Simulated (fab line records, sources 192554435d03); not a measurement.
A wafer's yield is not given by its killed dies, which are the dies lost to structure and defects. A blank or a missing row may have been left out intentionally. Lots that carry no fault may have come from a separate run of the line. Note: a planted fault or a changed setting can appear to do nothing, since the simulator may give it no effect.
Lot-split experiment || flow n5Finfet || route with 1938 steps; 7 lots, 21 wafers read

== ABOUT THE SPLIT ==
At N5_PASSIVATION_ETCH_54 (etches SiO2 in CHF3/O2, target depth 880 nm, time 440 s), the setting timeS was moved away from the recipe's 440 s on 5 of the 21 wafers read, by -17.8% to +22.4%. This setting was run at the recipe's value on the other wafers.

Reading taken at the split's own step.

== THE READING ==
PASSIVATION.featureDepthNm (the simulator's own value, which no gauge read), in nm, at N5_PASSIVATION_ETCH_54 (etches SiO2 in CHF3/O2, target depth 880 nm, time 440 s). There is no usual value for it anywhere in the file. Here, 16 wafers ran the recipe; their average is 880.1 nm with a standard deviation of 9.1 nm.

{"wafer": "L075.3", "tool, chamber at the split": "rieDiel-04, 3", "timeS as run, s": 440, "against the recipe": "recipe", "PASSIVATION.featureDepthNm, nm": 883, "against lot-mates on the recipe": "-"}
{"wafer": "L075.4", "tool, chamber at the split": "rieDiel-04, 2", "timeS as run, s": 538.6, "against the recipe": "+22.4%", "PASSIVATION.featureDepthNm, nm": 1059, "against lot-mates on the recipe": "+175.5"}
{"wafer": "L075.5", "tool, chamber at the split": "rieDiel-04, 3", "timeS as run, s": 440, "against the recipe": "recipe", "PASSIVATION.featureDepthNm, nm": 884, "against lot-mates on the recipe": "-"}
{"wafer": "L077.1", "tool, chamber at the split": "rieDiel-04, 0", "timeS as run, s": 361.5, "against the recipe": "-17.8%", "PASSIVATION.featureDepthNm, nm": 724.2, "against lot-mates on the recipe": -164.8}
{"wafer": "L077.3", "tool, chamber at the split": "rieDiel-04, 1", "timeS as run, s": 361.5, "against the recipe": "-17.8%", "PASSIVATION.featureDepthNm, nm": 728.6, "against lot-mates on the recipe": -160.4}
{"wafer": "L077.6", "tool, chamber at the split": "rieDiel-04, 3", "timeS as run, s": 440, "against the recipe": "recipe", "PASSIVATION.featureDepthNm, nm": 889, "against lot-mates on the recipe": "-"}
{"wafer": "L086.1", "tool, chamber at the split": "rieDiel-03, 1", "timeS as run, s": 440, "against the recipe": "recipe", "PASSIVATION.featureDepthNm, nm": 897.4, "against lot-mates on the recipe": "-"}
{"wafer": "L086.4", "tool, chamber at the split": "rieDiel-03, 0", "timeS as run, s": 391.5, "against the recipe": "-11.0%", "PASSIVATION.featureDepthNm, nm": 793.8, "against lot-mates on the recipe": -100.7}
{"wafer": "L086.6", "tool, chamber at the split": "rieDiel-03, 1", "timeS as run, s": 440, "against the recipe": "recipe", "PASSIVATION.featureDepthNm, nm": 891.6, "against lot-mates on the recipe": "-"}
{"wafer": "L084.2", "tool, chamber at the split": "rieDiel-01, 2", "timeS as run, s": 440, "against the recipe": "recipe", "PASSIVATION.featureDepthNm, nm": 864.4, "against lot-mates on the recipe": "-"}
{"wafer": "L084.5", "tool, chamber at the split": "rieDiel-01, 1", "timeS as run, s": 440, "against the recipe": "recipe", "PASSIVATION.featureDepthNm, nm": 880.6, "against lot-mates on the recipe": "-"}
{"wafer": "L084.6", "tool, chamber at the split": "rieDiel-01, 0", "timeS as run, s": 440, "against the recipe": "recipe", "PASSIVATION.featureDepthNm, nm": 871.4, "against lot-mates on the recipe": "-"}
{"wafer": "L087.3", "tool, chamber at the split": "rieDiel-01, 2", "timeS as run, s": 440, "against the recipe": "recipe", "PASSIVATION.featureDepthNm, nm": 872.4, "against lot-mates on the recipe": "-"}
{"wafer": "L087.4", "tool, chamber at the split": "rieDiel-01, 1", "timeS as run, s": 440, "against the recipe": "recipe", "PASSIVATION.featureDepthNm, nm": 880.4, "against lot-mates on the recipe": "-"}
{"wafer": "L087.6", "tool, chamber at the split": "rieDiel-01, 0", "timeS as run, s": 403.8, "against the recipe": "-8.2%", "PASSIVATION.featureDepthNm, nm": 804.2, "against lot-mates on the recipe": -72.2}
{"wafer": "L091.1", "tool, chamber at the split": "rieDiel-01, 1", "timeS as run, s": 440, "against the recipe": "recipe", "PASSIVATION.featureDepthNm, nm": 889.2, "against lot-mates on the recipe": "-"}
{"wafer": "L091.3", "tool, chamber at the split": "rieDiel-01, 2", "timeS as run, s": 440, "against the recipe": "recipe", "PASSIVATION.featureDepthNm, nm": 867.2, "against lot-mates on the recipe": "-"}
{"wafer": "L091.4", "tool, chamber at the split": "rieDiel-01, 0", "timeS as run, s": 440, "against the recipe": "recipe", "PASSIVATION.featureDepthNm, nm": 874.8, "against lot-mates on the recipe": "-"}
{"wafer": "L097.4", "tool, chamber at the split": "rieDiel-01, 2", "timeS as run, s": 440, "against the recipe": "recipe", "PASSIVATION.featureDepthNm, nm": 870.2, "against lot-mates on the recipe": "-"}
{"wafer": "L097.5", "tool, chamber at the split": "rieDiel-01, 3", "timeS as run, s": 440, "against the recipe": "recipe", "PASSIVATION.featureDepthNm, nm": 880.8, "against lot-mates on the recipe": "-"}
{"wafer": "L097.6", "tool, chamber at the split": "rieDiel-01, 1", "timeS as run, s": 440, "against the recipe": "recipe", "PASSIVATION.featureDepthNm, nm": 884.8, "against lot-mates on the recipe": "-"}

THE FIT
A straight line over all 21 wafers: PASSIVATION.featureDepthNm changes by +8.31 nm for each +1% of timeS; r = +0.99; the points scatter about the line by 8.9 nm.
The same after taking each lot's own level away (the mean of its wafers on the recipe; 21 wafers): +8.56 nm for each +1%; r = +0.99; scatter 7.1 nm.
On that fit, the largest move of timeS shifts the reading by 1.9e+02 nm.
From 872.13 to 894.50 nm: that is the span of the lots' own levels, equal to 2.5 times the standard deviation above.
Hence the lot-to-lot level has little effect on the slope; both slopes agree.
Check: with one of the wafers moved furthest among these (+22.4%) left out of the fit, the line predicts +204 nm for it against its lot-mates. It came out at +176 nm against them.

== THESE WAFERS: OTHER SPLITS ==
Note: prior to the reading, these wafers also went through further splits. Each is held against what the fit with the lots' levels taken away leaves over:
{"other split on the same wafers": "N5_BEOL_M14_ETCH_59 timeS", "wafers away from the commonest value": 3, "r with PASSIVATION.featureDepthNm (lot level and that fit taken away)": "+0.18"}
{"other split on the same wafers": "N5_BEOL_M15_PEB_26 pebTempC", "wafers away from the commonest value": 7, "r with PASSIVATION.featureDepthNm (lot level and that fit taken away)": -0.09}
{"other split on the same wafers": "N5_BEOL_M15_TRENCH_ETCH_34 timeS", "wafers away from the commonest value": 6, "r with PASSIVATION.featureDepthNm (lot level and that fit taken away)": -0.19}
{"other split on the same wafers": "N5_PASSIVATION_VIA_ETCH_13 biasW", "wafers away from the commonest value": 5, "r with PASSIVATION.featureDepthNm (lot level and that fit taken away)": -0.12}

== THE WHOLE CHAIN: every reading that the file lists as answering this split, in the file's order ==
{"step": "N5_PASSIVATION_ETCH_54", "what it does": "etches SiO2 in CHF3/O2, target depth 880 nm, time 440 s", "reading": "etch.depthNm (the simulator's own value, which no gauge read)", "change (the file's fit)": "+8.45 nm for each +1% of the setting", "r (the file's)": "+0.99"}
{"step": "N5_PASSIVATION_ETCH_54", "what it does": "etches SiO2 in CHF3/O2, target depth 880 nm, time 440 s", "reading": "PASSIVATION.featureDepthNm (the simulator's own value, which no gauge read)", "change (the file's fit)": "+8.45 nm for each +1% of the setting", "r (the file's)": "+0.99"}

== FILE'S OWN FIT ==
PASSIVATION.featureDepthNm changes by +8.45 nm for each +1% of timeS, r = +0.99.
